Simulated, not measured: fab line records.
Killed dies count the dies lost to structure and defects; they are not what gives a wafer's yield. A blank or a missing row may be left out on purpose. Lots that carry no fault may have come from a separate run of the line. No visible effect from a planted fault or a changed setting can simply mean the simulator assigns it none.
The tool behind it: which one? | flow nand-harc | 18 wafers from 6 lots sampled at 5 of the route's 1159 steps

## WHAT THE GAUGES READ, wafer by wafer
NHARC_END_SORT_01.
lot  | measured     | on        | killed-at-array
L691 | day 21 18:49 | prober-02 | 26 23 31

## WHAT TOOL EACH LOT RAN ON (gives the tool, then ch and the chambers of the sampled wafers, and finally the start)
lot  | NHARC_A_CHANNEL_FILL_D1_ALD_16   | NHARC_A_CHANNEL_FILL_D1_ETCHBACK_08           | NHARC_A_STAIRCASE_DEP_156       | NHARC_A_STAIRCASE_DESCUM_168
L683 | ald-hk-02 ch 0,1, day 9 14:53    | rie-diel-09 ch 0,1,3, day 11 02:46 or earlier | pecvd-04 ch 1,2, day 11 02:46   | rie-diel-13 ch 0,1, day 11 03:37
L685 | ald-hk-04 ch 2,3, day 10 03:42   | rie-diel-12 ch 0,1, day 11 15:50 or earlier   | pecvd-04 ch 0,1,2, day 11 15:50 | rie-diel-06 ch 1,2, day 11 16:51
L686 | ald-hk-02 ch 1,2,3, day 10 07:58 | rie-diel-12 ch 0,3, day 11 20:48 or earlier   | pecvd-04 ch 1,2, day 11 20:48   | rie-diel-06 ch 0,1,3, day 11 21:44
L691 | ald-hk-04 ch 1,2, day 11 06:40   | rie-diel-08 ch 0,3, day 12 22:59 or earlier   | pecvd-04 ch 1,2, day 12 22:59   | rie-diel-13 ch 0,1,3, day 12 23:59
L698 | ald-hk-02 ch 1,3, day 13 05:13   | rie-diel-12 ch 0,3, day 14 17:56 or earlier   | pecvd-02 ch 1,2, day 14 17:56   | rie-diel-07 ch 0,3, day 14 19:15
L703 | ald-hk-04 ch 0,1, day 14 02:44   | rie-diel-08 ch 1,2,3, day 15 20:04 or earlier | pecvd-03 ch 0,2, day 15 20:04   | rie-diel-06 ch 0,3, day 15 21:07
- NHARC_A_CHANNEL_FILL_D1_ALD_16: deposits SiO2, target thk 1.5 nm, pulse time 10 s, ald cycles 15.
- NHARC_A_CHANNEL_FILL_D1_ETCHBACK_08: etches the open film in C4F8, target depth 220 nm, time 110 s.
- NHARC_A_STAIRCASE_DEP_156: deposits SiNx, target thk 50 nm.
- NHARC_A_STAIRCASE_DESCUM_168: chemistry O2, time 3 s.

## THE ANSWER, worked out from the rows above alone
Rule: what is usual is taken from the lots themselves. The widest of any qualifying gaps counts: lots, ordered by their means at a reading, are off when they make up no more than a third of the lots, leave a main group of 4 or more, and stand apart from it by 3 or more times the standard deviation of that group's means. Not used: any main group whose means are identical at the precision the tables above print for the reading. A lot without any number at a reading at which 4 lots or more have one is off too. Where the step has rows for the other lots, those lots are counted as sound.
Across all readings shown, no lot is off: no conclusion can be drawn from this.

## WHAT THE SIMULATOR HAD INSERTED
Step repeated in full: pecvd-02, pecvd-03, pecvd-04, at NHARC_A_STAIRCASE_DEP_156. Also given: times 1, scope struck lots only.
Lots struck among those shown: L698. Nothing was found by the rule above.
